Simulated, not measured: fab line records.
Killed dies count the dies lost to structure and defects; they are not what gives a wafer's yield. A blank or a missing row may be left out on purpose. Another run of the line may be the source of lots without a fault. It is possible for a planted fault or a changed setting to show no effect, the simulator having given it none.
Chamber matching -- flow n5-finfet -- N5_BEOL_M5_ALD_86 on ald-metal-04 has 4 sister chambers
The step deposits TaN, pulse time 2 s, purge time 3 s, co reactant purge time 2 s. 4 wafers are shown with their chamber, then 7 later ones without.

## WAFERS WITH THEIR CHAMBER
wafer,chamber,heater-power-w (W)
L079.6,2,430
L083.3,3,391
L087.2,1,418
L087.3,0,472

## WAFERS WITHOUT THEIR CHAMBER
wafer,heater-power-w (W)
L087.5,408
L094.1,470
L094.4,400
L094.5,402
L095.2,460
L095.4,438
L095.6,413

## WHICH CHAMBER EACH ONE RAN IN
wafer,from the rows above,in truth
L087.5,can't be placed: 1 or 3 or 2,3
L094.1,0,0
L094.4,can't be placed: 3 or 1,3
L094.5,can't be placed: 3 or 1 or 2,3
L095.2,0,0
L095.4,can't be placed: 2 or 1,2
L095.6,can't be placed: 1 or 2 or 3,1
Correct placement for 2 of the 7. Not placeable from these rows: 5 (in 5, the candidates include the true chamber). Number placed wrongly: 0.
How it was worked out, from the rows above alone: a wafer's distance from a chamber is the root of the sum, over the readings, of the square of ((its reading less the chamber's mean) divided by the reading's scatter). The wafer belongs to the nearest chamber; if the next one is less than 2 further off, it can't be placed. For every chamber, the mean is computed from those of its wafers that are shown. The scatter: with one shown wafer a chamber, the root of the mean of the squares of how far each hidden wafer lies from its nearest shown one.
